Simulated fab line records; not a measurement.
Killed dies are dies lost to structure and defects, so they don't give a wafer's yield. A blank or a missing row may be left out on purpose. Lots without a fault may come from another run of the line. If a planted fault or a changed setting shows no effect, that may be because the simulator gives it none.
fab line records | flow n5Finfet
record lots=24 wafers=72 lastDay=17
route steps=1938 shown MOL_CONTACT_COAG@628 BEOL_M0_SAQP@632
lots that met no fault: from a run of the same line without faults
startH: the number of hours between the record's first day and the start of the first shown wafer of the lot | waitH: how many hours have passed since the lot's step before this one | " same as the row above | L1.1+2: a row that stands for several wafers | - no value present, or no start provided | * or withheld: withheld | < > ~ a bound
route shown NAME@n: NAME is a module with steps in the file, n the number in the route of the first one | usual: average and standard deviation across the fault-free wafers | same: alike in all rows | chamber/n: place in a boat | sites: per-site readings | _std_site: standard deviation of those values | _edge_site: inner sites' mean taken away from outer sites' mean | radiusMm: for every site, how far away it sits from the centre of the wafer | mask NAME#n: copy n | behind: the most recent tool/chamber to have shaped the wafer | hold: reason for holding the lot/hours on hold/outcome of the hold | device: which transistor (n, p or np) failed to switch | end of line: the route-end tests of the same wafers | a step with no rows: only its recipe | killed: dies lost to structure and defects at the first sort, not the wafer's yield | map: per-die view of a wafer (x killed, . not killed, _ where there is no die)
set.NAME: setting as actually run; set.NAME@STEP: the setting as run at that earlier step | model.NAME: the simulator's own value behind a step, which no gauge read
steps of the route over a sample of lots; a table a step, a row a wafer
services: the hour from which a tool's chamber was out of use, counted from the record's first day as startH (under 0 if before that day), plus the number of hours and why
## steps
# step N5_MOL_CONTACT_COAG_THK_MEAS_53
# recipe reads=SiO2_of_MOL_CONTACT_COAG_PECVD_31
# usual VIA_MOL_THK=43.9/0.7
# columns lot.wafer tool chamber startH waitH VIA_MOL_THK[nm]
L074.1 filmMetro-02 - 102.38 - 44.0
L074.4 " - " " 44.8
L074.6 " - " " 44.3
L075.1 filmMetro-02 - 106.68 - 44.1
L075.2 " - " " 44.7
L075.4 " - " " 44.9
L076.2 filmMetro-02 - 115.21 - 43.0
L076.5 " - " " 44.2
L076.6 " - " " 43.5
L077.1 filmMetro-01 - 121.11 - 43.6
L077.2 " - " " 43.6
L077.4 " - " " 45.4
L078.4 filmMetro-02 - 121.34 - 44.3
L078.5 " - " " 44.6
L078.6 " - " " 43.8
L079.3 filmMetro-02 - 133.58 - 44.9
L079.4 " - " " 44.9
L079.6 " - " " 45.6
L080.1 filmMetro-02 - 139.10 - 43.6
L080.2 " - " " 43.6
L080.6 " - " " 44.3
L081.2 filmMetro-02 - 148.02 - 43.0
L081.4 " - " " 44.1
L081.5 " - " " 44.7
L082.1 filmMetro-02 - 151.76 - 43.4
L082.4 " - " " 43.5
L082.6 " - " " 44.4
L083.2 filmMetro-02 - 157.24 - 43.9
L083.5 " - " " 44.2
L083.6 " - " " 44.2
L084.3 filmMetro-01 - 161.08 - 44.0
L084.4 " - " " 44.7
L084.5 " - " " 44.9
L085.2 filmMetro-01 - 168.14 - 42.3
L085.4 " - " " 43.5
L085.6 " - " " 43.7
L086.2 filmMetro-01 - 174.86 - 43.2
L086.4 " - " " 44.4
L086.6 " - " " 44.6
L087.1 filmMetro-01 - 177.20 - 44.7
L087.4 " - " " 44.8
L087.6 " - " " 45.0
L088.2 filmMetro-02 - 186.75 - 42.7
L088.3 " - " " 43.0
L088.4 " - " " 42.7
L089.2 filmMetro-01 - 189.60 0.2 42.4
L089.4 " - " " 44.2
L089.6 " - " " 44.3
L090.2 filmMetro-01 - 204.04 - 43.2
L090.3 " - " " 44.5
L090.4 " - " " 44.4
L091.3 filmMetro-01 - 205.98 - 43.4
L091.4 " - " " 42.9
L091.5 " - " " 43.9
L092.2 filmMetro-01 - 209.82 - 44.1
L092.3 " - " " 43.3
L092.4 " - " " 44.8
L093.1 filmMetro-01 - 219.37 - 42.5
L093.3 " - " " 43.2
L093.4 " - " " 44.1
L094.1 filmMetro-01 - 222.86 - 43.6
L094.3 " - " " 44.5
L094.5 " - " " 45.1
L095.2 filmMetro-01 - 224.40 - 42.6
L095.5 " - " " 42.8
L095.6 " - " " 43.7
L096.1 filmMetro-02 - 238.55 - 43.4
L096.4 " - " " 44.8
L096.6 " - " " 44.0
L097.4 filmMetro-02 - 239.52 - 43.9
L097.5 " - " " 44.0
L097.6 " - " " 44.1
# step N5_BEOL_M0_SAQP_PECVD_00
# recipe material=SiCN targetThkA=80 tempC=withheld precursor=3MS/NH3 pressureTorr=3 rfW=202 timeS=14
# usual showerheadPlenumPTorr=3.663/0.0095 throttleValvePct=8.9/0.36
# columns lot.wafer tool chamber startH waitH showerheadPlenumPTorr throttleValvePct
L074.1 pecvd-01 2 105.78 0.2 3.641 9.5
L074.4 " 0 " " 3.667 9.0
L074.6 " 2 " " 3.651 9.7
L075.1 pecvd-01 0 110.06 0.2 3.661 9.1
L075.2 " 1 " " 3.656 8.9
L075.4 " 0 " " 3.653 8.7
L076.2 pecvd-03 0 118.62 0.2 3.684 8.6
L076.5 " 0 " " 3.674 8.8
L076.6 " 2 " " 3.658 8.3
L077.1 pecvd-01 2 124.51 0.2 3.657 9.4
L077.2 " 0 " " 3.654 9.1
L077.4 " 0 " " 3.660 9.2
L078.4 pecvd-03 2 127.52 0.1 3.657 8.1
L078.5 " 0 " " 3.676 9.1
L078.6 " 1 " " 3.663 8.9
L079.3 pecvd-03 0 136.97 0.1 3.674 8.9
L079.4 " 2 " " 3.662 8.3
L079.6 " 0 " " 3.680 9.0
L080.1 pecvd-03 1 142.49 0.2 3.646 9.1
L080.2 " 2 " " 3.657 8.0
L080.6 " 0 " " 3.671 8.9
L081.2 pecvd-04 0 151.41 0.2 3.660 9.5
L081.4 " 1 " " 3.672 8.7
L081.5 " 0 " " 3.651 9.3
L082.1 pecvd-04 0 155.16 0.2 3.647 9.3
L082.4 " 1 " " 3.681 8.4
L082.6 " 2 " " 3.669 8.5
L083.2 pecvd-03 1 160.63 0.2 3.653 9.2
L083.5 " 1 " " 3.661 8.6
L083.6 " 0 " " 3.677 9.1
L084.3 pecvd-01 2 164.46 0.1 3.649 9.5
L084.4 " 0 " " 3.661 9.0
L084.5 " 1 " " 3.658 9.0
L085.2 pecvd-04 0 171.54 0.2 3.654 9.2
L085.4 " 2 " " 3.669 8.4
L085.6 " 1 " " 3.677 8.7
L086.2 pecvd-03 0 178.24 0.2 3.683 9.0
L086.4 " 2 " " 3.661 8.7
L086.6 " 1 " " 3.661 9.1
L087.1 pecvd-03 0 181.24 0.2 3.669 9.0
L087.4 " 1 " " 3.666 9.0
L087.6 " 2 " " 3.653 8.7
L088.2 pecvd-01 1 190.15 0.2 3.659 9.2
L088.3 " 2 " " 3.648 9.3
L088.4 " 1 " " 3.667 8.9
L089.2 pecvd-04 2 193.13 0.2 3.675 8.5
L089.4 " 0 " " 3.657 9.6
L089.6 " 0 " " 3.656 9.4
L090.2 pecvd-01 0 207.42 0.2 3.658 9.3
L090.3 " 0 " " 3.658 9.2
L090.4 " 1 " " 3.667 9.3
L091.3 pecvd-03 1 210.42 0.1 3.657 9.0
L091.4 " 1 " " 3.667 9.0
L091.5 " 2 " " 3.659 8.4
L092.2 pecvd-03 2 213.42 0.2 3.664 8.5
L092.3 " 0 " " 3.668 8.9
L092.4 " 0 " " 3.673 9.0
L093.1 pecvd-04 1 222.75 0.2 3.675 8.6
L093.3 " 0 " " 3.653 9.4
L093.4 " 1 " " 3.677 8.8
L094.1 pecvd-03 0 226.24 0.2 3.665 8.6
L094.3 " 2 " " 3.665 8.9
L094.5 " 2 " " 3.663 8.4
L095.2 pecvd-01 1 229.26 0.2 3.658 9.0
L095.5 " 0 " " 3.659 9.2
L095.6 " 1 " " 3.658 8.8
L096.1 pecvd-03 1 241.93 0.2 3.663 8.7
L096.4 " 1 " " 3.663 8.9
L096.6 " 2 " " 3.663 8.6
L097.4 pecvd-04 1 244.94 0.1 3.672 8.9
L097.5 " 2 " " 3.672 8.7
L097.6 " 0 " " 3.660 9.6
# step N5_BEOL_M0_SAQP_HM_DEP_02
# recipe material=TiN targetThkA=120 tempC=25 chamberPressurePa=0.49996
# usual throttleValvePct=29.7/0.99
# columns lot.wafer tool chamber startH waitH throttleValvePct
L074.1 pvdSputter-01 - 106.18 0.4 31.3
L074.4 " - " " 30.3
L074.6 " - " " 30.0
L075.1 pvdSputter-03 - 111.63 1.5 30.0
L075.2 " - " " 29.4
L075.4 " - " " 30.6
L076.2 pvdSputter-02 - 119.07 0.4 28.1
L076.5 " - " " 28.1
L076.6 " - " " 30.7
L077.1 pvdSputter-02 - 126.51 2.0 27.7
L077.2 " - " " 30.5
L077.4 " - " " 30.2
L078.4 pvdSputter-01 - 128.42 0.9 30.4
L078.5 " - " " 29.1
L078.6 " - " " 30.0
L079.3 pvdSputter-02 - 138.15 1.1 30.5
L079.4 " - " " 30.2
L079.6 " - " " 30.4
L080.1 pvdSputter-02 - 144.94 2.4 28.5
L080.2 " - " " 28.3
L080.6 " - " " 30.6
L081.2 pvdSputter-02 - 152.28 0.8 30.2
L081.4 " - " " 30.5
L081.5 " - " " 30.7
L082.1 pvdSputter-02 - 157.27 2.1 30.2
L082.4 " - " " 27.7
L082.6 " - " " 30.6
L083.2 pvdSputter-02 - 161.99 1.3 27.9
L083.5 " - " " 30.5
L083.6 " - " " 28.7
L084.3 pvdSputter-01 - 166.68 2.2 29.4
L084.4 " - " " 30.1
L084.5 " - " " 29.2
L085.2 pvdSputter-02 - 172.56 1.0 28.1
L085.4 " - " " 28.2
L085.6 " - " " 30.3
L086.2 pvdSputter-01 - 178.51 0.2 31.2
L086.4 " - " " 29.8
L086.6 " - " " 30.3
L087.1 pvdSputter-01 - 181.79 0.5 30.0
L087.4 " - " " 31.2
L087.6 " - " " 29.3
L088.2 pvdSputter-01 - 191.58 1.4 31.4
L088.3 " - " " 30.0
L088.4 " - " " 29.4
L089.2 pvdSputter-01 - 193.46 0.3 31.3
L089.4 " - " " 29.4
L089.6 " - " " 29.7
L090.2 pvdSputter-01 - 208.11 0.6 30.0
L090.3 " - " " 31.5
L090.4 " - " " 29.5
L091.3 pvdSputter-01 - 211.41 1.0 30.0
L091.4 " - " " 29.5
L091.5 " - " " 31.2
L092.2 pvdSputter-03 - 215.36 1.9 29.4
L092.3 " - " " 30.3
L092.4 " - " " 30.7
L093.1 pvdSputter-03 - 225.46 2.7 29.5
L093.3 " - " " 30.4
L093.4 " - " " 30.2
L094.1 pvdSputter-01 - 227.13 0.8 31.5
L094.3 " - " " 30.2
L094.5 " - " " 31.4
L095.2 pvdSputter-02 - 232.12 2.8 28.1
L095.5 " - " " 30.1
L095.6 " - " " 28.7
L096.1 pvdSputter-03 - 243.50 1.5 30.4
L096.4 " - " " 28.4
L096.6 " - " " 30.4
L097.4 pvdSputter-02 - 246.64 1.7 30.1
L097.5 " - " " 28.6
L097.6 " - " " 30.1
# step N5_BEOL_M0_SAQP_CD_MEAS_14
# recipe targetCdNm=42.5 landingEnergyEv=500 detector=seInlens
# usual cdNm=42.4/0.4
# columns lot.wafer tool chamber startH waitH cdNm
L074.1 cdSem-01 0 106.99 - 41.8
L074.4 " 0 " " 41.7
L074.6 " 0 " " 41.8
L075.1 cdSem-01 0 112.34 - 41.9
L075.2 " 0 " " 42.4
L075.4 " 0 " " 42.7
L076.2 cdSem-02 0 120.00 - 42.3
L076.5 " 0 " " 42.0
L076.6 " 0 " " 41.4
L077.1 cdSem-02 0 127.32 - 42.3
L077.2 " 0 " " 42.7
L077.4 " 0 " " 42.6
L078.4 cdSem-01 0 129.25 - 42.6
L078.5 " 0 " " 42.9
L078.6 " 0 " " 42.8
L079.3 cdSem-01 0 138.97 - 42.4
L079.4 " 0 " " 42.5
L079.6 " 0 " " 42.0
L080.1 cdSem-02 0 145.79 - 42.1
L080.2 " 0 " " 42.8
L080.6 " 0 " " 42.5
L081.2 cdSem-02 0 153.10 - 43.4
L081.4 " 0 " " 42.6
L081.5 " 0 " " 43.0
L082.1 cdSem-01 0 158.08 - 42.7
L082.4 " 0 " " 42.1
L082.6 " 0 " " 42.3
L083.2 cdSem-02 0 162.80 - 41.8
L083.5 " 0 " " 41.4
L083.6 " 0 " " 41.9
L084.3 cdSem-02 0 167.46 - 42.5
L084.4 " 0 " " 42.7
L084.5 " 0 " " 42.7
L085.2 cdSem-02 0 173.26 - 42.3
L085.4 " 0 " " 42.2
L085.6 " 0 " " 42.5
L086.2 cdSem-01 0 179.20 - 41.8
L086.4 " 0 " " 42.1
L086.6 " 0 " " 42.1
L087.1 cdSem-03 0 182.61 - 42.5
L087.4 " 0 " " 43.2
L087.6 " 0 " " 43.0
L088.2 cdSem-02 0 192.51 - 43.1
L088.3 " 0 " " 43.0
L088.4 " 0 " " 42.6
L089.2 cdSem-01 0 194.36 - 42.1
L089.4 " 0 " " 42.3
L089.6 " 0 " " 42.3
L090.2 cdSem-01 0 208.80 - 42.2
L090.3 " 0 " " 42.5
L090.4 " 0 " " 42.1
L091.3 cdSem-02 0 212.27 - 42.6
L091.4 " 0 " " 42.5
L091.5 " 0 " " 42.9
L092.2 cdSem-02 0 216.20 - 42.9
L092.3 " 0 " " 42.9
L092.4 " 0 " " 43.0
L093.1 cdSem-02 0 226.36 - 42.6
L093.3 " 0 " " 42.2
L093.4 " 0 " " 42.3
L094.1 cdSem-03 0 228.06 - 42.8
L094.3 " 0 " " 42.4
L094.5 " 0 " " 42.7
L095.2 cdSem-03 0 233.03 - 42.3
L095.5 " 0 " " 42.2
L095.6 " 0 " " 42.8
L096.1 cdSem-02 0 244.18 - 42.0
L096.4 " 0 " " 41.9
L096.6 " 0 " " 41.9
L097.4 cdSem-02 0 247.35 - 42.9
L097.5 " 0 " " 43.0
L097.6 " 0 " " 42.8
# step N5_BEOL_M0_SAQP_RECESS_114
# recipe chemistry=HF/NH3 target=SiO2 targetDepthA=144 afsCycles=3 tempC=30 sublimationTempC=180 sublimationTimeS=60
# usual drypumpMotorCurrentA=5.2/0.36
# columns lot.wafer tool chamber startH waitH drypumpMotorCurrentA
L074.1 vaporEtch-02 1 107.58 0.0 5.2
L074.4 " 1 " " 5.2
L074.6 " 0 " " 5.2
L075.1 vaporEtch-02 0 112.95 0.0 5.2
L075.2 " 1 " " 5.2
L075.4 " 0 " " 5.2
L076.2 vaporEtch-01 0 120.59 0.0 4.7
L076.5 " 1 " " 5.9
L076.6 " 0 " " 4.7
L077.1 vaporEtch-02 0 128.52 0.0 5.2
L077.2 " 1 " " 5.2
L077.4 " 1 " " 5.2
L078.4 vaporEtch-02 0 129.95 0.1 5.2
L078.5 " 0 " " 5.2
L078.6 " 1 " " 5.2
L079.3 vaporEtch-02 1 139.68 0.2 5.2
L079.4 " 0 " " 5.2
L079.6 " 0 " " 5.1
L080.1 vaporEtch-01 1 146.40 0.0 5.9
L080.2 " 0 " " 4.8
L080.6 " 0 " " 4.7
L081.2 vaporEtch-02 0 153.75 0.0 5.2
L081.4 " 1 " " 5.2
L081.5 " 0 " " 5.2
L082.1 vaporEtch-01 1 158.69 0.0 5.9
L082.4 " 1 " " 5.9
L082.6 " 0 " " 4.7
L083.2 vaporEtch-01 1 163.39 0.0 5.9
L083.5 " 1 " " 5.9
L083.6 " 0 " " 4.7
L084.3 vaporEtch-02 1 168.23 0.1 5.2
L084.4 " 0 " " 5.1
L084.5 " 1 " " 5.2
L085.2 vaporEtch-02 0 174.09 0.0 5.1
L085.4 " 1 " " 5.2
L085.6 " 0 " " 5.1
L086.2 vaporEtch-02 1 179.81 0.0 5.2
L086.4 " 1 " " 5.2
L086.6 " 0 " " 5.1
L087.1 vaporEtch-01 1 183.24 0.0 5.9
L087.4 " 1 " " 5.9
L087.6 " 1 " " 5.8
L088.2 vaporEtch-01 1 193.11 0.0 5.9
L088.3 " 1 " " 5.8
L088.4 " 0 " " 4.8
L089.2 vaporEtch-02 0 194.96 0.0 5.2
L089.4 " 0 " " 5.2
L089.6 " 0 " " 5.1
L090.2 vaporEtch-02 0 209.47 0.0 5.2
L090.3 " 1 " " 5.2
L090.4 " 0 " " 5.2
L091.3 vaporEtch-02 0 213.36 0.1 5.2
L091.4 " 1 " " 5.2
L091.5 " 0 " " 5.2
L092.2 vaporEtch-02 1 216.79 0.0 5.2
L092.3 " 1 " " 5.2
L092.4 " 0 " " 5.2
L093.1 vaporEtch-02 0 227.52 0.0 5.2
L093.3 " 0 " " 5.2
L093.4 " 1 " " 5.2
L094.1 vaporEtch-02 1 228.71 0.0 5.2
L094.3 " 0 " " 5.2
L094.5 " 1 " " 5.2
L095.2 vaporEtch-01 1 233.62 0.0 5.9
L095.5 " 1 " " 5.8
L095.6 " 0 " " 4.8
L096.1 vaporEtch-01 0 245.03 0.0 4.7
L096.4 " 1 " " 5.8
L096.6 " 0 " " 4.7
L097.4 vaporEtch-01 1 248.28 0.1 5.8
L097.5 " 0 " " 4.8
L097.6 " 1 " " 5.9
# step N5_BEOL_M0_SAQP_SPACER2_ALD_26
# recipe material=SiO2 targetThkA=150 tempC=300 aldPrecursorFamily=BDEAS aldCoReactant=O2-plasma pulseTimeS=1 purgeTimeS=2 coReactantPurgeTimeS=2 pressureTorr=2
# usual heaterPowerW=494/56 precursorPulseHeightRel=1.000/0.02
# columns lot.wafer tool chamber startH waitH heaterPowerW precursorPulseHeightRel
L074.1 aldSin-03 2 110.14 0.1 411 0.990
L074.4 " 3 " " 409 1.011
L074.6 " 0 " " 556 0.988
L075.1 aldSin-04 2 115.31 0.1 545 1.027
L075.2 " 1 " " 512 0.967
L075.4 " 3 " " 528 1.004
L076.2 aldSin-01 1 122.79 0.1 476 1.007
L076.5 " 1 " " 482 0.970
L076.6 " 0 " " 564 1.021
L077.1 aldSin-03 2 130.70 0.1 412 1.014
L077.2 " 1 " " 439 1.041
L077.4 " 3 " " 414 0.984
L078.4 aldSin-04 1 131.90 0.1 493 0.960
L078.5 " 3 " " 522 1.026
L078.6 " 0 " " 491 1.012
L079.3 aldSin-01 1 141.86 0.1 480 0.981
L079.4 " 3 " " 425 1.004
L079.6 " 0 " " 554 0.972
L080.1 aldSin-04 1 148.47 0.1 483 1.001
L080.2 " 3 " " 525 0.986
L080.6 " 1 " " 491 1.030
L081.2 aldSin-01 0 155.94 0.2 559 0.987
L081.4 " 3 " " 421 1.005
L081.5 " 0 " " 551 1.012
L082.1 aldSin-01 1 160.85 0.1 476 1.001
L082.4 " 2 " " 524 1.020
L082.6 " 2 " " 506 0.976
L083.2 aldSin-03 1 165.47 0.1 448 0.993
L083.5 " 1 " " 437 1.056
L083.6 " 0 " " 591 1.000
L084.3 aldSin-04 0 170.81 0.5 483 0.982
L084.4 " 3 " " 526 1.018
L084.5 " 0 " " 481 1.016
L085.2 aldSin-01 1 176.77 0.1 479 0.982
L085.4 " 3 " " 414 1.031
L085.6 " 1 " " 492 0.978
L086.2 aldSin-04 0 183.76 1.2 477 0.970
L086.4 " 3 " " 526 1.009
L086.6 " 2 " " 525 0.993
L087.1 aldSin-04 0 186.45 0.8 481 1.014
L087.4 " 3 " " 518 1.016
L087.6 " 3 " " 526 1.024
L088.2 aldSin-01 1 195.93 0.1 492 0.975
L088.3 " 2 " " 513 0.989
L088.4 " 0 " " 553 0.971
L089.2 aldSin-04 1 197.16 0.1 506 1.031
L089.4 " 1 " " 485 0.981
L089.6 " 0 " " 477 1.003
L090.2 aldSin-03 0 211.73 0.1 586 1.010
L090.3 " 2 " " 410 1.000
L090.4 " 3 " " 399 1.015
L091.3 aldSin-04 1 216.01 0.6 512 0.965
L091.4 " 3 " " 551 1.025
L091.5 " 1 " " 493 1.003
L092.2 aldSin-03 2 219.78 1.0 406 1.002
L092.3 " 0 " " 589 0.991
L092.4 " 1 " " 467 0.997
L093.1 aldSin-04 2 229.63 0.1 540 1.008
L093.3 " 1 " " 496 1.014
L093.4 " 0 " " 494 0.998
L094.1 aldSin-03 3 231.00 0.1 391 0.961
L094.3 " 1 " " 455 0.996
L094.5 " 3 " " 381 0.986
L095.2 aldSin-01 0 236.05 0.1 565 0.996
L095.5 " 2 " " 504 1.012
L095.6 " 3 " " 415 1.003
L096.1 aldSin-04 2 248.00 0.1 545 1.016
L096.4 " 1 " " 492 1.024
L096.6 " 3 " " 534 0.954
L097.4 aldSin-03 0 250.41 0.1 603 1.006
L097.5 " 0 " " 601 1.004
L097.6 " 3 " " 396 0.989
## services
# columns tool chamber startH hours kind
aldSin-01 - 84.25 1.3 repair
pecvd-04 - 85.69 0.3 repair
vaporEtch-02 - 100.39 2.8 pm
aldSin-01 3 104.10 3.1 repair
pvdSputter-02 - 107.50 6.2 repair
pvdSputter-03 - 113.78 3.1 repair
pecvd-01 0 166.16 5.5 scheduledDown
aldSin-03 - 176.75 14.0 pm
aldSin-03 0 176.75 14.0 ventCycle
aldSin-03 1 176.75 14.0 ventCycle
aldSin-03 2 176.75 14.0 ventCycle
aldSin-03 3 176.75 14.0 ventCycle
pecvd-01 0 185.12 16.5 scheduledDown
aldSin-03 0 190.75 - clean
aldSin-03 1 190.75 - clean
aldSin-03 2 190.75 - clean
aldSin-03 2 192.69 1.5 repair
aldSin-03 1 192.78 2.5 repair
aldSin-04 2 195.96 1.4 repair
pecvd-04 - 198.97 5.5 pm
pecvd-03 1 222.66 16.7 repair
pvdSputter-03 - 233.49 3.4 repair
vaporEtch-01 0 234.71 3.7 repair
aldSin-04 0 248.52 2.7 repair
## key
fault none
